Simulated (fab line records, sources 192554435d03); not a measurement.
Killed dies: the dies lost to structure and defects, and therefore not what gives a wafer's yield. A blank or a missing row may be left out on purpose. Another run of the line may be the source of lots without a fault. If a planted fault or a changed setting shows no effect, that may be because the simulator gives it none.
Struck lot and sound lot, side by side ; flow n5 finfet ; 37 steps out of a route of 1938
Sound: these wafers, L388.4, L388.5, L388.6. Struck: wafer L400.6; the same lot's L400.4 was not struck, so it is left out; see the end for the cause.
At each step with rows: each side's tool, then ch and its chambers, then its first start. Under that, the readings that differ: sound wafers ; struck wafers ; difference of the means ; sigmas: that difference in standard deviations of wafers without a fault.
alike: readings whose means differ by less than 2 such deviations, and words and numbers that are the same on both sides. not compared: withheld readings, readings that some wafer has no value for, bounds like >300 that may hide the same value, and numbers for which the record gives no deviation and whose values overlap.
The two part at a step that has a row with sigmas, a row that says differs or no value, or rows on one side only. Numbers that have no deviation but don't overlap get no sigmas and don't part them. A reading that every wafer of one side lacks parts them only if that side has two wafers or more.

first, 9 steps without rows for these wafers: N5_BEOL_M11_PEB_26 (peb time 60 s); N5_BEOL_M11_DEVELOP_27 (develop time 30 s); N5_BEOL_M11_DESCUM_33 (chemistry O2, time 7.9 s); N5_BEOL_M11_ETCH_65 (etches SiARC in CF4, target depth 39 nm, time 65 s); N5_BEOL_M11_ETCH_66 (etches SOC in N2/H2, target depth 120 nm, overetch 24 nm, time 180 s); N5_BEOL_M11_STRIP_69 (strips in N2/H2); N5_BEOL_M11_VIA_ETCH_34 (etches SiCOH lowk in C4F6/O2, target depth 184.5 nm, time 69.2 s); N5_BEOL_M11_STRIP_73 (strips in C4F6/O2); N5_BEOL_M11_STRIP_36 (strips in N2/H2).
N5_BEOL_M11_TRENCH_ETCH_37: etches SiCOH lowk in C4F6/O2, target depth 148.83 nm, time 48 s.
  sound on rie diel-03 ch 0,1,3, day 13 17:34; struck on rie diel-06 ch 0, day 16 20:36
reading;sound;struck;difference;sigmas
run length s (s);71.7 71.2 71.6;83.1;+11.6;+28
throttle valve pct (%);21.16 21.08 21.33;20.80;-0.39;-2
model.BEOL_M11.feature depth nm (nm);145.6 145.2 152.8;175.2;+27.3;
model.etch.depth nm (nm);145.6 145.2 152.9;175.3;+27.4;
model.TiN_of_BEOL_M11_HM_DEP_02.thk nm (nm);15.4 15.4 15.2;14.8;-0.5;
  alike: chamber pressure mTorr, drypump motor current A, mfc ar sccm, oes_f_703_au, oes product au, rf fwd power W, rf vpp V, showerhead plenum p Torr
  not compared: rf hours counter h
then, 2 steps without rows for these wafers: N5_BEOL_M11_ETCH_41 (etches SiCN in CH3F/O2, target depth 42.6 nm, time 86 s); N5_BEOL_M11_STRIP_77 (strips in N2/H2, time 10 s).
N5_BEOL_M11_OCD_MEAS_38:
  sound on ocd-01 at day 13 17:44; struck on ocd-01 at day 16 20:47
reading;sound;struck;difference;sigmas
trench depth nm (nm);145 145 153;175;+27;+8
then, 13 steps without rows for these wafers: N5_BEOL_M11_HM_STRIP_39 (strips TiN in peroxide tin strip, target depth 25 nm, time 158 s); N5_BEOL_M11_SRD_40 (time 30 s); N5_BEOL_M11_PRECLEAN_42 (cleans in residue remover, time 60 s); N5_BEOL_M11_SRD_43 (time 30 s); N5_BEOL_M11_CURE_72 (cures SiCOH lowk, time 120 s); N5_BEOL_M11_DEGAS_44 (time 60 s); N5_BEOL_M11_PRE_CLEAN_45 (time 30 s); N5_BEOL_M11_ALD_74 (deposits TaN, target thk 2 nm, pulse time 2 s, purge time 3 s); N5_BEOL_M11_SURFACE_TREAT_76; N5_BEOL_M11_CVD_75 (deposits Co from CCTBA/H2, target thk 2 nm, time 138.9 s); N5_BEOL_M11_SPUTTER_48 (material Cu, target thk 12 nm, time 2 s); N5_BEOL_M11_ECD_50 (material Cu, target thk 318 nm); N5_BEOL_M11_ANNEAL_51 (time 90 s).
N5_BEOL_M11_CMP_52: polishes, stops on SiCOH lowk, t overpolish 7 s, target thk 140 nm.
  sound on cmp-02 ch 1,2, day 13 19:54; struck on cmp-04 ch 2, day 16 23:34
reading;sound;struck;difference;sigmas
model.Cu_of_BEOL_M11_ECD_50.thk nm (nm);136.8 138.6 143.8;164.6;+24.9;
  alike: motor current A
N5_BEOL_M11_THK_MEAS_53: measures by xrf.
  sound on film metro-02 at day 13 20:10; struck on film metro-01 at day 16 23:47
reading;sound;struck;difference;sigmas
M11_THK (nm);136 138 144;163;+24;+6
then, 2 steps without rows for these wafers: N5_BEOL_M11_PRE_CLEAN_55 (time 15 s); N5_BEOL_M11_DEP_56 (deposits SiCN from 3MS/NH3, target thk 30 nm, time 10.5 s).
N5_BEOL_M11_RS_MEAS_57: uses a four-point probe to measure.
  sound on film metro-01 at day 13 20:17; struck on film metro-02 at day 16 23:55
reading;sound;struck;difference;sigmas
M11_RS (ohm/sq);0.155 0.153 0.146;0.126;-0.025;-5
then, 5 steps without rows for these wafers: N5_BEOL_M12_ILD_DEP_00 (deposits SiOC from DEMS/O2, target thk 658.92 nm, time 130.7 s); N5_BEOL_M12_COAT_58 (time 60 s, resist thk 89 nm); N5_BEOL_M12_COAT_04 (resist thk 400 nm); N5_BEOL_M12_EBR_06; N5_BEOL_M12_SOFTBAKE_05 (time 60 s).
N5_BEOL_M15_RC_MEAS_101:
  sound on prober-02 ch 0, day 14 22:49; struck on prober-02 ch 0, day 18 03:01
reading;sound;struck;difference;sigmas
COMB_M13 (S/m);3.8e-12 5.6e-12 4.1e-12;7.3e-12;+2.8e-12;+2
SERP_M11 (ohm/um);3.19 3.12 3.00;2.58;-0.52;-5
SERP_M11_max_site (ohm/um);3.23 3.22 3.05;2.65;-0.52;-4
  alike: etest temp c, COMB_M10, COMB_M12, COMB_M14, COMB_M15, COMB_M5, COMB_M6, COMB_M7, COMB_M8, COMB_M9, SERP_M10, SERP_M12, SERP_M13, SERP_M14, SERP_M5, SERP_M6, SERP_M7, SERP_M8, SERP_M9

== WHERE THEY PART ==
First at N5_BEOL_M11_TRENCH_ETCH_37; last, within this record, at N5_BEOL_M15_RC_MEAS_101.

WHY: whatever the simulator had introduced
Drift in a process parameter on rie diel-06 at N5_BEOL_M11_TRENCH_ETCH_37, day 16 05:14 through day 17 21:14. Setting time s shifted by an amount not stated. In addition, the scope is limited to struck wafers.
